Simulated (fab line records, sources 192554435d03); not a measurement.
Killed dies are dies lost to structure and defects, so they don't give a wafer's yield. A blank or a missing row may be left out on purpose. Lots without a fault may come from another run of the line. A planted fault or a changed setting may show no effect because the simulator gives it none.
Split-lot experiment | flow n5_finfet | 7 lots, 21 wafers read, on a route of 1938 steps

THE SPLIT
At N5_BEOL_M7_DESCUM_33 (chemistry O2, time 7 s), the setting time_s was moved away from the recipe's 7 s on 9 of the 21 wafers read, by -21.1% to -8.6%. The other wafers ran this setting at the recipe's value.

The reading is taken at the split's own step.

THE READING
CAR-EUV_of_BEOL_M7_COAT_22.thk_nm (the simulator's own value, which no gauge read), in nm, at N5_BEOL_M7_DESCUM_33 (chemistry O2, time 7 s). The file gives no usual value for it. The 12 wafers here that ran the recipe average 26.1 nm, standard deviation 0.1 nm.

wafer  | tool, chamber at the split | time_s as run, s | against the recipe | CAR-EUV_of_BEOL_M7_COAT_22.thk_nm, nm | against lot-mates on the recipe
L080.2 | rie_diel-02, 0,1           | 5.52             | -21.1%             | 26.8                                  | +0.8
L080.3 | rie_diel-02, 0,1           | 5.52             | -21.1%             | 26.8                                  | +0.8
L080.6 | rie_diel-02, 2             | 7                | recipe             | 26                                    | -
L083.4 | rie_diel-06, 2,0           | 7                | recipe             | 26.2                                  | -
L083.5 | rie_diel-06, 2,0           | 7                | recipe             | 26.2                                  | -
L083.6 | rie_diel-06, 3             | 7                | recipe             | 26                                    | -
L084.1 | rie_diel-01, 3,2           | 7                | recipe             | 26                                    | -
L084.2 | rie_diel-01, 3,2           | 7                | recipe             | 26                                    | -
L084.4 | rie_diel-01, 0             | 7                | recipe             | 26.2                                  | -
L085.1 | rie_diel-02, 3,2           | 5.589            | -20.2%             | 27                                    | +0.8
L085.4 | rie_diel-02, 3,2           | 5.589            | -20.2%             | 27                                    | +0.8
L085.3 | rie_diel-02, 0             | 7                | recipe             | 26.2                                  | -
L086.1 | rie_diel-06, 2             | 6.398            | -8.6%              | 26.6                                  | +0.4
L086.2 | rie_diel-06, 3             | 7                | recipe             | 26.2                                  | -
L086.5 | rie_diel-06, 2             | 6.398            | -8.6%              | 26.4                                  | +0.2
L088.3 | rie_diel-01, 1,3           | 7                | recipe             | 26                                    | -
L088.6 | rie_diel-01, 1,3           | 7                | recipe             | 26                                    | -
L088.4 | rie_diel-01, 3             | 7                | recipe             | 26.2                                  | -
L092.2 | rie_diel-02, 3,1,1         | 5.552            | -20.7%             | 26.8                                  | no lot-mate on the recipe
L092.3 | rie_diel-02, 3,1,1         | 5.552            | -20.7%             | 26.8                                  | no lot-mate on the recipe
L092.5 | rie_diel-02, 3,1,1         | 5.552            | -20.7%             | 26.8                                  | no lot-mate on the recipe
Where a row lists several chambers, the file gives one row for several wafers and doesn't say which wafer went through which chamber.

THE FIT
A straight line over all 21 wafers: CAR-EUV_of_BEOL_M7_COAT_22.thk_nm changes by -0.0366 nm for each +1% of time_s; r = -0.96; the points scatter about the line by 0.11 nm.
The same after taking each lot's own level away (the mean of its wafers on the recipe; 18 wafers): -0.0386 nm for each +1%; r = -0.97; scatter 0.08 nm.
On that fit, the largest move of time_s shifts the reading by 0.82 nm.
The lots' own levels span 26.00 to 26.20 nm, that is 2.0 times the standard deviation above.
So the lot-to-lot level changes the slope little: the two slopes agree.
Check: with one of the wafers moved furthest among these (-21.1%) left out of the fit, the line predicts +0.817 nm for it against its lot-mates. It came out at +0.8 nm against them.

OTHER SPLITS ON THESE WAFERS
These wafers also went through other splits before the reading. Each is held against what the fit with the lots' levels taken away leaves over:
other split on the same wafers | wafers away from the commonest value | r with CAR-EUV_of_BEOL_M7_COAT_22.thk_nm (lot level and that fit taken away)
N5_BEOL_M6_EXPOSE_08 dose_mj   | 8                                    | +0.35
N5_BEOL_M7_COAT_71 spin_rpm    | 12                                   | +0.14

THE WHOLE CHAIN: every reading that the file lists as answering this split, in the file's order
step                 | what it does                                         | reading                                                                            | change (the file's fit)                                                                | r (the file's)
N5_BEOL_M7_DESCUM_33 | chemistry O2, time 7 s                               | CAR-EUV_of_BEOL_M7_COAT_22.thk_nm (the simulator's own value, which no gauge read) | -0.0384 nm for each +1% of the setting                                                 | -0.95
N5_BEOL_M7_ETCH_65   | etches SiARC in CF4, target depth 15.6 nm, time 26 s | CAR-EUV_of_BEOL_M7_COAT_22.thk_nm (the simulator's own value, which no gauge read) | -0.033 nm for each +1% of the setting, in a fit together with spin_rpm@BEOL_M7_COAT_71 | 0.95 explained

THE FILE'S OWN FIT
CAR-EUV_of_BEOL_M7_COAT_22.thk_nm changes by -0.0384 nm for each +1% of time_s, r = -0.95.
